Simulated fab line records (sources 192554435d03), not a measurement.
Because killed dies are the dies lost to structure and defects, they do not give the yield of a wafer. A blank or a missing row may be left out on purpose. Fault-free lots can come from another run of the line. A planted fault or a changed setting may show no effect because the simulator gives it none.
Chamber matching	flow n5-finfet	ald-metal-04 running N5_HKMG_FIN_PWFM_ALD_03: 4 sister chambers
The step deposits TiN, target thk 2 nm, pulse time 1 s, purge time 3 s. 4 wafers are shown with their chamber, then 9 later ones without.

## WAFERS, EACH WITH ITS CHAMBER
wafer	chamber	heater-power-outer-w (W)
L089.1	1	592
L091.1	3	454
L091.2	0	536
L091.4	2	556

## WAFERS WHOSE CHAMBER IS MISSING
wafer	heater-power-outer-w (W)
L092.2	541
L092.3	593
L092.5	461
L093.2	553
L093.4	529
L093.6	541
L094.3	600
L094.4	548
L094.5	585

## WHICH CHAMBER EACH WENT THROUGH
wafer	from the rows above	in truth
L092.2	can't be placed: 0 or 2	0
L092.3	1	1
L092.5	3	3
L093.2	2	2
L093.4	0	0
L093.6	can't be placed: 0 or 2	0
L094.3	1	1
L094.4	can't be placed: 2 or 0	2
L094.5	1	1
6 of 9 placed correctly. Can't be placed from these rows: 3 (the true chamber is among the candidates in 3). Placed wrongly: 0.
How it was worked out, from the rows above alone: a wafer's distance from a chamber is the root of the sum, over the readings, of the square of ((its reading less the chamber's mean) divided by the reading's scatter). The wafer belongs to the nearest chamber; if the next one is less than 2 further off, it can't be placed. The mean given for a chamber averages the wafers shown for that chamber. The scatter: root of mean squared gap, hidden wafer to nearest shown wafer, with one shown wafer a chamber.
